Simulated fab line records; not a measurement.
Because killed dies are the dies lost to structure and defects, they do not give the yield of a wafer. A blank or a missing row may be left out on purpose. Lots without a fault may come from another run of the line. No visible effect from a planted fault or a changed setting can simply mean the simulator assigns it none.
Which tool is to blame? / flow n5_finfet / 36 wafers from 12 lots sampled at 5 of the route's 1938 steps

## WHAT THE GAUGES READ, wafer by wafer
N5_BEOL_M7_CD_MEAS_35 targets a cd of 40 nm.
lot=L076; measured=day 10 16:43; on=cd_sem-02; cd_nm (nm)=39.5 39.2 39.8
lot=L079; measured=day 11 15:15; on=cd_sem-02; cd_nm (nm)=40.7 40.5 40.6
lot=L078; measured=day 11 14:38; on=cd_sem-01; cd_nm (nm)=40.2 40.3 39.7
lot=L080; measured=day 11 19:11; on=cd_sem-02; cd_nm (nm)=39.9 40.5 40.0
lot=L082; measured=day 13 02:14; on=cd_sem-01; cd_nm (nm)=40.4 39.1 40.0
lot=L085; measured=day 13 13:32; on=cd_sem-01; cd_nm (nm)=40.6 40.3 39.9
lot=L087; measured=day 13 20:26; on=cd_sem-01; cd_nm (nm)=40.0 39.7 40.5
lot=L088; measured=day 14 11:13; on=cd_sem-03; cd_nm (nm)=39.3 39.1 39.3
lot=L091; measured=day 14 14:23; on=cd_sem-03; cd_nm (nm)=39.8 40.3 40.5
lot=L093; measured=day 14 21:10; on=cd_sem-03; cd_nm (nm)=39.8 40.6 40.6
lot=L095; measured=day 16 07:40; on=cd_sem-02; cd_nm (nm)=40.6 40.6 40.2
lot=L097; measured=day 16 14:13; on=cd_sem-02; cd_nm (nm)=41.2 40.5 40.9

## WHAT TOOL EACH LOT RAN ON (gives the tool, then ch and the chambers of the sampled wafers, and finally the start)
lot=L076; N5_BEOL_M6_ETCH_61=rie_diel-03 ch 0,1,2, day 10 02:56; N5_BEOL_M6_HM_OPEN_17=rie_metal-02 ch 0,1, day 10 03:11; N5_BEOL_M7_CURE_74=uv_cure-01 ch 2, day 10 10:54; N5_BEOL_M7_VIA_ETCH_34=rie_diel-05 ch 1,2, day 10 16:19
lot=L079; N5_BEOL_M6_ETCH_61=rie_diel-01 ch 2,3, day 11 01:28; N5_BEOL_M6_HM_OPEN_17=rie_metal-03 ch 0,1, day 11 01:44; N5_BEOL_M7_CURE_74=uv_cure-02 ch 2, day 11 08:13; N5_BEOL_M7_VIA_ETCH_34=rie_diel-05 ch 2,3, day 11 14:50
lot=L078; N5_BEOL_M6_ETCH_61=rie_diel-03 ch 1,2,3, day 11 04:59; N5_BEOL_M6_HM_OPEN_17=rie_metal-01 ch 0,1, day 11 05:14; N5_BEOL_M7_CURE_74=uv_cure-02 ch 1, day 11 10:40; N5_BEOL_M7_VIA_ETCH_34=rie_diel-06 ch 1,3, day 11 14:14
lot=L080; N5_BEOL_M6_ETCH_61=rie_diel-03 ch 0,2, day 11 10:43; N5_BEOL_M6_HM_OPEN_17=rie_metal-02 ch 0,1, day 11 10:58; N5_BEOL_M7_CURE_74=uv_cure-01 ch 1, day 11 15:53; N5_BEOL_M7_VIA_ETCH_34=rie_diel-05 ch 1,2,3, day 11 18:47
lot=L082; N5_BEOL_M6_ETCH_61=rie_diel-01 ch 0,1, day 12 11:08; N5_BEOL_M6_HM_OPEN_17=rie_metal-02 ch 0,1, day 12 11:23; N5_BEOL_M7_CURE_74=uv_cure-01 ch 0, day 12 20:43; N5_BEOL_M7_VIA_ETCH_34=rie_diel-02 ch 2,3, day 13 01:50
lot=L085; N5_BEOL_M6_ETCH_61=rie_diel-03 ch 0,2, day 13 02:54; N5_BEOL_M6_HM_OPEN_17=rie_metal-01 ch 0,1, day 13 03:11; N5_BEOL_M7_CURE_74=uv_cure-02 ch 1, day 13 08:26; N5_BEOL_M7_VIA_ETCH_34=rie_diel-02 ch 1,3, day 13 13:08
lot=L087; N5_BEOL_M6_ETCH_61=rie_diel-03 ch 0,1, day 13 06:58; N5_BEOL_M6_HM_OPEN_17=rie_metal-03 ch 0,1, day 13 07:15; N5_BEOL_M7_CURE_74=uv_cure-02 ch 2, day 13 13:59; N5_BEOL_M7_VIA_ETCH_34=rie_diel-02 ch 0,2,3, day 13 20:02
lot=L088; N5_BEOL_M6_ETCH_61=rie_diel-04 ch 0,2,3, day 13 23:13; N5_BEOL_M6_HM_OPEN_17=rie_metal-03 ch 0,1, day 13 23:27; N5_BEOL_M7_CURE_74=uv_cure-01 ch 0, day 14 06:33; N5_BEOL_M7_VIA_ETCH_34=rie_diel-02 ch 0,1,3, day 14 10:48
lot=L091; N5_BEOL_M6_ETCH_61=rie_diel-03 ch 0,1,3, day 14 03:22; N5_BEOL_M6_HM_OPEN_17=rie_metal-02 ch 0,1, day 14 03:37; N5_BEOL_M7_CURE_74=uv_cure-02 ch 0, day 14 08:44; N5_BEOL_M7_VIA_ETCH_34=rie_diel-02 ch 0,1,2, day 14 13:58
lot=L093; N5_BEOL_M6_ETCH_61=rie_diel-03 ch 0,3, day 14 11:11; N5_BEOL_M6_HM_OPEN_17=rie_metal-03 ch 0,1, day 14 11:26; N5_BEOL_M7_CURE_74=uv_cure-03 ch 0, day 14 16:39; N5_BEOL_M7_VIA_ETCH_34=rie_diel-02 ch 0,2,3, day 14 20:46
lot=L095; N5_BEOL_M6_ETCH_61=rie_diel-04 ch 2,3, day 15 21:38; N5_BEOL_M6_HM_OPEN_17=rie_metal-02 ch 0,1, day 15 21:53; N5_BEOL_M7_CURE_74=uv_cure-03 ch 0, day 16 03:19; N5_BEOL_M7_VIA_ETCH_34=rie_diel-05 ch 2,3, day 16 07:16
lot=L097; N5_BEOL_M6_ETCH_61=rie_diel-01 ch 0,1,3, day 16 04:57; N5_BEOL_M6_HM_OPEN_17=rie_metal-03 ch 0,1, day 16 05:12; N5_BEOL_M7_CURE_74=uv_cure-02 ch 1, day 16 09:46; N5_BEOL_M7_VIA_ETCH_34=rie_diel-02 ch 0,1, day 16 13:49
- N5_BEOL_M6_ETCH_61: etches SiARC in CF4, target depth 45.5 nm, time 75.8 s.
- N5_BEOL_M6_HM_OPEN_17: chemistry Cl2/BCl3, target TiN, target depth 20 nm, overetch 6 nm.
- N5_BEOL_M7_CURE_74: cures SiCOH lowk, time 240 s.
- N5_BEOL_M7_VIA_ETCH_34: etches SiCOH lowk in C4F6/O2, target depth 125.5 nm, time 50.5 s.

## THE ANSWER, worked out from the rows above alone
Rule: the usual values come from the lots themselves. Put in order of their means at a reading, lots are off if they are a third of the lots or fewer, leave a main group of 4 or more, and stand apart from it by a gap of 3 or more times the standard deviation of the main group's means; of several such gaps the widest counts. The tables above print the reading to a certain number of digits; a main group whose means all agree to those digits is not used. Also off: a lot with no number at a reading for which 4 or more lots have one. Any other lot the step has rows for is counted as sound.
Nothing can be told from this: no lot is off at any reading shown.

## WHAT THE SIMULATOR HAD PUT IN
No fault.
